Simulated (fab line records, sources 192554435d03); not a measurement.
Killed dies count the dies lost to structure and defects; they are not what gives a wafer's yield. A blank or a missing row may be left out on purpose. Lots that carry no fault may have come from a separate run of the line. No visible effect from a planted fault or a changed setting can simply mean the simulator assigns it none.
The tool behind it: which one? / flow n5-finfet / 9 lots, 25 wafers sampled, at 7 steps of a route of 1938

## WHAT THE GAUGES SHOWED, per wafer
N5_BEOL_M5_OCD_MEAS_38.
lot=L888; measured=day 8 18:05; on=ocd-02; trench-depth-nm (nm)=75.7 69.6 71.6
lot=L887; measured=day 9 05:36; on=ocd-01; trench-depth-nm (nm)=71.0 72.5 71.7
lot=L892; measured=day 9 20:13; on=ocd-02; trench-depth-nm (nm)=69.7 70.3 68.5
lot=L894; measured=day 10 08:58; on=ocd-02; trench-depth-nm (nm)=72.1 70.0 71.5
lot=L893; measured=day 10 15:05; on=ocd-02; trench-depth-nm (nm)=70.1 69.9 72.1
lot=L896; measured=day 10 19:12; on=ocd-02; trench-depth-nm (nm)=73.8 72.9 72.6
lot=L905; measured=day 13 09:34; on=ocd-02; trench-depth-nm (nm)=69.1 70.9
lot=L907; measured=day 13 13:24; on=ocd-02; trench-depth-nm (nm)=72.5 95.8
lot=L909; measured=day 14 07:44; on=ocd-02; trench-depth-nm (nm)=68.5 96.4 69.9

N5_BEOL_M5_THK_MEAS_53: measures by xrf.
lot=L888; measured=day 9 01:02; on=film-metro-02; M5_THK (nm)=67.6 60.3 63.5
lot=L887; measured=day 9 12:10; on=film-metro-01; M5_THK (nm)=61.0 65.2 60.9
lot=L892; measured=day 10 04:36; on=film-metro-01; M5_THK (nm)=63.5 61.4 61.8
lot=L894; measured=day 10 15:49; on=film-metro-02; M5_THK (nm)=64.8 62.6 64.5
lot=L893; measured=day 10 22:32; on=film-metro-01; M5_THK (nm)=62.7 61.8 63.4
lot=L896; measured=day 11 01:56; on=film-metro-02; M5_THK (nm)=68.6 70.0 67.3
lot=L905; measured=day 13 16:37; on=film-metro-02; M5_THK (nm)=57.5 61.5
lot=L907; measured=day 13 20:30; on=film-metro-02; M5_THK (nm)=63.7 85.7
lot=L909; measured=day 14 15:43; on=film-metro-01; M5_THK (nm)=60.0 85.9 61.1

N5_BEOL_M5_RS_MEAS_57: measures by four-point-probe.
lot=L888; measured=day 9 01:25; on=film-metro-01; M5_RS (ohm/sq)=0.357 0.407 0.386
lot=L887; measured=day 9 12:29; on=film-metro-01; M5_RS (ohm/sq)=0.406 0.373 0.405
lot=L892; measured=day 10 04:52; on=film-metro-01; M5_RS (ohm/sq)=0.381 0.395 0.391
lot=L894; measured=day 10 16:06; on=film-metro-01; M5_RS (ohm/sq)=0.379 0.395 0.381
lot=L893; measured=day 10 22:49; on=film-metro-01; M5_RS (ohm/sq)=0.391 0.396 0.385
lot=L896; measured=day 11 02:13; on=film-metro-01; M5_RS (ohm/sq)=0.349 0.343 0.359
lot=L905; measured=day 13 16:53; on=film-metro-02; M5_RS (ohm/sq)=0.437 0.403
lot=L907; measured=day 13 20:46; on=film-metro-02; M5_RS (ohm/sq)=0.377 0.265
lot=L909; measured=day 14 15:59; on=film-metro-02; M5_RS (ohm/sq)=0.413 0.270 0.404

## WHAT TOOL EACH LOT RAN ON (gives the tool, then ch and the chambers of the sampled wafers, and finally the start)
lot=L888; N5_BEOL_M5_ETCH_67=rie-diel-05 ch 0,2,3, day 8 17:43; N5_BEOL_M5_TRENCH_ETCH_37=rie-diel-05 ch 0,2,3, day 8 17:56; N5_BEOL_M5_ETCH_41=rie-diel-05 ch 0,2,3, day 8 18:05 or earlier; N5_BEOL_M5_PRE_CLEAN_45=pvd-sputter-03, day 8 18:58
lot=L887; N5_BEOL_M5_ETCH_67=rie-diel-06 ch 1,2,3, day 9 05:14; N5_BEOL_M5_TRENCH_ETCH_37=rie-diel-06 ch 1,2,3, day 9 05:27; N5_BEOL_M5_ETCH_41=rie-diel-06 ch 1,2,3, day 9 05:36 or earlier; N5_BEOL_M5_PRE_CLEAN_45=pvd-sputter-02, day 9 06:17
lot=L892; N5_BEOL_M5_ETCH_67=rie-diel-06 ch 0,1,2, day 9 19:50; N5_BEOL_M5_TRENCH_ETCH_37=rie-diel-06 ch 0,1,2, day 9 20:03; N5_BEOL_M5_ETCH_41=rie-diel-06 ch 0,1,2, day 9 20:13 or earlier; N5_BEOL_M5_PRE_CLEAN_45=pvd-sputter-01, day 9 22:45
lot=L894; N5_BEOL_M5_ETCH_67=rie-diel-06 ch 0,2, day 10 08:35; N5_BEOL_M5_TRENCH_ETCH_37=rie-diel-06 ch 0,2, day 10 08:49; N5_BEOL_M5_ETCH_41=rie-diel-06 ch 0,2, day 10 08:58 or earlier; N5_BEOL_M5_PRE_CLEAN_45=pvd-sputter-02, day 10 09:58
lot=L893; N5_BEOL_M5_ETCH_67=rie-diel-06 ch 1,2,3, day 10 14:43; N5_BEOL_M5_TRENCH_ETCH_37=rie-diel-06 ch 1,2,3, day 10 14:55; N5_BEOL_M5_ETCH_41=rie-diel-06 ch 1,2,3, day 10 15:05 or earlier; N5_BEOL_M5_PRE_CLEAN_45=pvd-sputter-02, day 10 16:32
lot=L896; N5_BEOL_M5_ETCH_67=rie-diel-02 ch 1,3, day 10 18:50; N5_BEOL_M5_TRENCH_ETCH_37=rie-diel-02 ch 1,3, day 10 19:03; N5_BEOL_M5_ETCH_41=rie-diel-02 ch 1,3, day 10 19:12 or earlier; N5_BEOL_M5_PRE_CLEAN_45=pvd-sputter-02, day 10 20:14
lot=L905; N5_BEOL_M5_ETCH_67=rie-diel-05 ch 2,3, day 13 09:13; N5_BEOL_M5_TRENCH_ETCH_37=rie-diel-05 ch 2,3, day 13 09:25; N5_BEOL_M5_ETCH_41=rie-diel-05 ch 2,3, day 13 09:34 or earlier; N5_BEOL_M5_PRE_CLEAN_45=pvd-sputter-03, day 13 10:45
lot=L907; N5_BEOL_M5_ETCH_67=rie-diel-06 ch 3, day 13 13:01; N5_BEOL_M5_TRENCH_ETCH_37=rie-diel-06 ch 3, day 13 13:14; N5_BEOL_M5_ETCH_41=rie-diel-06 ch 3, day 13 13:24 or earlier; N5_BEOL_M5_PRE_CLEAN_45=pvd-sputter-02, day 13 14:34
lot=L909; N5_BEOL_M5_ETCH_67=rie-diel-06 ch 0,1,2, day 14 07:22; N5_BEOL_M5_TRENCH_ETCH_37=rie-diel-06 ch 0,1,2, day 14 07:35; N5_BEOL_M5_ETCH_41=rie-diel-06 ch 0,1,2, day 14 07:44 or earlier; N5_BEOL_M5_PRE_CLEAN_45=pvd-sputter-01, day 14 09:58
- N5_BEOL_M5_ETCH_67: etches SiARC in CF4, target depth 15.6 nm, time 26 s.
- N5_BEOL_M5_TRENCH_ETCH_37: etches SiCOH lowk in C4F6/O2, target depth 71.652 nm, time 24.7 s.
- N5_BEOL_M5_ETCH_41: etches SiCN in CH3F/O2, target depth 31.5 nm, time 56.7 s.
- N5_BEOL_M5_PRE_CLEAN_45: time 30 s.

## WHAT THE TOOLS THEMSELVES READ (means of the sampled wafers that have a number; where no wafer has one, the mark that the record gives instead)
N5_BEOL_M5_ETCH_67.
lot=L888; tool=rie-diel-05; cf4-flow-sccm (sccm)=100.32; drypump-motor-current-A (A)=5.8; etch-rf-on-time-s (s)=26.2; oes-product-au (a.u.)=0.69; rf-fwd-power-W (W)=532.8; rf-vpp-V (V)=182.9; showerhead-plenum-p-Torr (Torr)=2.10; throttle-valve-pct (%)=15.5
lot=L887; tool=rie-diel-06; cf4-flow-sccm (sccm)=100.13; drypump-motor-current-A (A)=6.0; etch-rf-on-time-s (s)=25.8; oes-product-au (a.u.)=0.69; rf-fwd-power-W (W)=533.0; rf-vpp-V (V)=183.7; showerhead-plenum-p-Torr (Torr)=2.13; throttle-valve-pct (%)=15.5
lot=L892; tool=rie-diel-06; cf4-flow-sccm (sccm)=99.85; drypump-motor-current-A (A)=5.9; etch-rf-on-time-s (s)=26.4; oes-product-au (a.u.)=0.65; rf-fwd-power-W (W)=532.5; rf-vpp-V (V)=183.8; showerhead-plenum-p-Torr (Torr)=2.14; throttle-valve-pct (%)=15.6
lot=L894; tool=rie-diel-06; cf4-flow-sccm (sccm)=100.35; drypump-motor-current-A (A)=5.8; etch-rf-on-time-s (s)=26.6; oes-product-au (a.u.)=0.66; rf-fwd-power-W (W)=532.4; rf-vpp-V (V)=184.1; showerhead-plenum-p-Torr (Torr)=2.21; throttle-valve-pct (%)=15.5
lot=L893; tool=rie-diel-06; cf4-flow-sccm (sccm)=99.86; drypump-motor-current-A (A)=5.9; etch-rf-on-time-s (s)=26.0; oes-product-au (a.u.)=0.67; rf-fwd-power-W (W)=534.4; rf-vpp-V (V)=183.6; showerhead-plenum-p-Torr (Torr)=2.12; throttle-valve-pct (%)=15.5
lot=L896; tool=rie-diel-02; cf4-flow-sccm (sccm)=99.78; drypump-motor-current-A (A)=6.1; etch-rf-on-time-s (s)=24.7; oes-product-au (a.u.)=0.64; rf-fwd-power-W (W)=534.2; rf-vpp-V (V)=183.1; showerhead-plenum-p-Torr (Torr)=2.05; throttle-valve-pct (%)=15.6
lot=L905; tool=rie-diel-05; cf4-flow-sccm (sccm)=100.00; drypump-motor-current-A (A)=6.0; etch-rf-on-time-s (s)=27.1; oes-product-au (a.u.)=0.61; rf-fwd-power-W (W)=531.9; rf-vpp-V (V)=182.7; showerhead-plenum-p-Torr (Torr)=2.09; throttle-valve-pct (%)=15.8
lot=L907; tool=rie-diel-06; cf4-flow-sccm (sccm)=100.06; drypump-motor-current-A (A)=6.5; etch-rf-on-time-s (s)=24.8; oes-product-au (a.u.)=0.76; rf-fwd-power-W (W)=533.3; rf-vpp-V (V)=184.6; showerhead-plenum-p-Torr (Torr)=2.08; throttle-valve-pct (%)=15.1
lot=L909; tool=rie-diel-06; cf4-flow-sccm (sccm)=100.08; drypump-motor-current-A (A)=5.9; etch-rf-on-time-s (s)=26.2; oes-product-au (a.u.)=0.72; rf-fwd-power-W (W)=531.5; rf-vpp-V (V)=185.8; showerhead-plenum-p-Torr (Torr)=2.22; throttle-valve-pct (%)=15.6

N5_BEOL_M5_TRENCH_ETCH_37.
lot=L888; tool=rie-diel-05; O2_flow_sccm (sccm)=10.03; drypump-motor-current-A (A)=5.8; oes_ar_750_au (a.u.)=0.81; oes-product-au (a.u.)=0.81; rf-fwd-power-W (W)=338.6; rf-vpp-V (V)=672; showerhead-plenum-p-Torr (Torr)=2.80; throttle-valve-pct (%)=20.9
lot=L887; tool=rie-diel-06; O2_flow_sccm (sccm)=9.99; drypump-motor-current-A (A)=6.0; oes_ar_750_au (a.u.)=0.80; oes-product-au (a.u.)=0.80; rf-fwd-power-W (W)=341.3; rf-vpp-V (V)=657; showerhead-plenum-p-Torr (Torr)=2.83; throttle-valve-pct (%)=20.8
lot=L892; tool=rie-diel-06; O2_flow_sccm (sccm)=10.02; drypump-motor-current-A (A)=5.9; oes_ar_750_au (a.u.)=0.77; oes-product-au (a.u.)=0.76; rf-fwd-power-W (W)=339.8; rf-vpp-V (V)=658; showerhead-plenum-p-Torr (Torr)=2.85; throttle-valve-pct (%)=20.9
lot=L894; tool=rie-diel-06; O2_flow_sccm (sccm)=10.03; drypump-motor-current-A (A)=5.8; oes_ar_750_au (a.u.)=0.78; oes-product-au (a.u.)=0.78; rf-fwd-power-W (W)=340.4; rf-vpp-V (V)=658; showerhead-plenum-p-Torr (Torr)=2.94; throttle-valve-pct (%)=20.8
lot=L893; tool=rie-diel-06; O2_flow_sccm (sccm)=10.03; drypump-motor-current-A (A)=5.9; oes_ar_750_au (a.u.)=0.79; oes-product-au (a.u.)=0.78; rf-fwd-power-W (W)=341.3; rf-vpp-V (V)=657; showerhead-plenum-p-Torr (Torr)=2.82; throttle-valve-pct (%)=20.8
lot=L896; tool=rie-diel-02; O2_flow_sccm (sccm)=9.98; drypump-motor-current-A (A)=6.1; oes_ar_750_au (a.u.)=0.75; oes-product-au (a.u.)=0.74; rf-fwd-power-W (W)=341.4; rf-vpp-V (V)=653; showerhead-plenum-p-Torr (Torr)=2.71; throttle-valve-pct (%)=20.8
lot=L905; tool=rie-diel-05; O2_flow_sccm (sccm)=10.00; drypump-motor-current-A (A)=6.0; oes_ar_750_au (a.u.)=0.74; oes-product-au (a.u.)=0.73; rf-fwd-power-W (W)=339.6; rf-vpp-V (V)=676; showerhead-plenum-p-Torr (Torr)=2.79; throttle-valve-pct (%)=21.0
lot=L907; tool=rie-diel-06; O2_flow_sccm (sccm)=10.00; drypump-motor-current-A (A)=6.5; oes_ar_750_au (a.u.)=0.88; oes-product-au (a.u.)=0.96; rf-fwd-power-W (W)=341.3; rf-vpp-V (V)=647; showerhead-plenum-p-Torr (Torr)=2.78; throttle-valve-pct (%)=20.4
lot=L909; tool=rie-diel-06; O2_flow_sccm (sccm)=10.00; drypump-motor-current-A (A)=5.9; oes_ar_750_au (a.u.)=0.83; oes-product-au (a.u.)=0.90; rf-fwd-power-W (W)=340.0; rf-vpp-V (V)=661; showerhead-plenum-p-Torr (Torr)=2.94; throttle-valve-pct (%)=20.8

N5_BEOL_M5_ETCH_41.
lot=L888; tool=rie-diel-05; O2_flow_sccm (sccm)=19.96; drypump-motor-current-A (A)=5.8; oes-product-au (a.u.)=0.80; rf-fwd-power-W (W)=391.1; rf-vpp-V (V)=297.1; showerhead-plenum-p-Torr (Torr)=1.96; throttle-valve-pct (%)=16.2
lot=L887; tool=rie-diel-06; O2_flow_sccm (sccm)=20.01; drypump-motor-current-A (A)=5.9; oes-product-au (a.u.)=0.79; rf-fwd-power-W (W)=393.0; rf-vpp-V (V)=297.4; showerhead-plenum-p-Torr (Torr)=1.98; throttle-valve-pct (%)=16.2
lot=L892; tool=rie-diel-06; O2_flow_sccm (sccm)=19.99; drypump-motor-current-A (A)=5.9; oes-product-au (a.u.)=0.77; rf-fwd-power-W (W)=392.0; rf-vpp-V (V)=297.1; showerhead-plenum-p-Torr (Torr)=2.00; throttle-valve-pct (%)=16.4
lot=L894; tool=rie-diel-06; O2_flow_sccm (sccm)=20.11; drypump-motor-current-A (A)=5.8; oes-product-au (a.u.)=0.77; rf-fwd-power-W (W)=390.5; rf-vpp-V (V)=299.1; showerhead-plenum-p-Torr (Torr)=2.06; throttle-valve-pct (%)=16.2
lot=L893; tool=rie-diel-06; O2_flow_sccm (sccm)=20.01; drypump-motor-current-A (A)=5.9; oes-product-au (a.u.)=0.78; rf-fwd-power-W (W)=392.2; rf-vpp-V (V)=296.7; showerhead-plenum-p-Torr (Torr)=1.98; throttle-valve-pct (%)=16.2
lot=L896; tool=rie-diel-02; O2_flow_sccm (sccm)=19.94; drypump-motor-current-A (A)=6.1; oes-product-au (a.u.)=0.74; rf-fwd-power-W (W)=392.6; rf-vpp-V (V)=295.1; showerhead-plenum-p-Torr (Torr)=1.90; throttle-valve-pct (%)=16.3
lot=L905; tool=rie-diel-05; O2_flow_sccm (sccm)=19.88; drypump-motor-current-A (A)=6.0; oes-product-au (a.u.)=0.73; rf-fwd-power-W (W)=390.4; rf-vpp-V (V)=296.4; showerhead-plenum-p-Torr (Torr)=1.96; throttle-valve-pct (%)=16.5
lot=L907; tool=rie-diel-06; O2_flow_sccm (sccm)=20.02; drypump-motor-current-A (A)=6.5; oes-product-au (a.u.)=0.88; rf-fwd-power-W (W)=392.0; rf-vpp-V (V)=297.8; showerhead-plenum-p-Torr (Torr)=1.95; throttle-valve-pct (%)=15.8
lot=L909; tool=rie-diel-06; O2_flow_sccm (sccm)=19.99; drypump-motor-current-A (A)=5.9; oes-product-au (a.u.)=0.83; rf-fwd-power-W (W)=392.2; rf-vpp-V (V)=299.3; showerhead-plenum-p-Torr (Torr)=2.07; throttle-valve-pct (%)=16.2

N5_BEOL_M5_PRE_CLEAN_45.
lot=L888; tool=pvd-sputter-03; heater-power-w (W)=382
lot=L887; tool=pvd-sputter-02; heater-power-w (W)=341
lot=L892; tool=pvd-sputter-01; heater-power-w (W)=295
lot=L894; tool=pvd-sputter-02; heater-power-w (W)=315
lot=L893; tool=pvd-sputter-02; heater-power-w (W)=334
lot=L896; tool=pvd-sputter-02; heater-power-w (W)=299
lot=L905; tool=pvd-sputter-03; heater-power-w (W)=352
lot=L907; tool=pvd-sputter-02; heater-power-w (W)=330
lot=L909; tool=pvd-sputter-01; heater-power-w (W)=321

## THE ANSWER, worked out from the rows above alone
Rule: the lots themselves supply what counts as usual. Put in order of their means at a reading, lots are off if they are a third of the lots or fewer, leave a main group of 4 or more, and stand apart from it by a gap of 3 or more times the standard deviation of the main group's means; of several such gaps the widest counts. A main group is skipped when, at the precision printed for the reading in the tables above, its means are all equal. Also off: a lot with no number at a reading for which 4 or more lots have one. All remaining lots with rows at the step are treated as sound. First the gauges in route order, then the tools' own readings, where a lot's mean is used as printed above. At the first step where some lot is off, the reading lying furthest off is the one used; lots without a number count as furthest.
Off, at N5_BEOL_M5_OCD_MEAS_38 on trench-depth-nm: L907, L909. The main group has a mean of 71.2 nm with a standard deviation of 1.2.
A tool fits if, at a process step before that reading, it ran every lot that is off, and no sound lot after the first of them. Not tried: the gauges at N5_BEOL_M5_OCD_MEAS_38; whatever is off there is also off at N5_BEOL_M5_THK_MEAS_53, on other tools, and gauge error can't account for it. Because N5_BEOL_M5_ETCH_41 lacks a start for some lots, the hours and order of its lots are taken from N5_BEOL_M5_OCD_MEAS_38. One candidate fits, namely rie-diel-06 at N5_BEOL_M5_ETCH_67 and N5_BEOL_M5_TRENCH_ETCH_37 and N5_BEOL_M5_ETCH_41. At N5_BEOL_M5_ETCH_67 its last sound lot is L893 (day 10 14:43), its first lot that is off L907 (day 13 13:01): a fault that began between those two fits.

## WHAT WAS PUT IN BY THE SIMULATOR
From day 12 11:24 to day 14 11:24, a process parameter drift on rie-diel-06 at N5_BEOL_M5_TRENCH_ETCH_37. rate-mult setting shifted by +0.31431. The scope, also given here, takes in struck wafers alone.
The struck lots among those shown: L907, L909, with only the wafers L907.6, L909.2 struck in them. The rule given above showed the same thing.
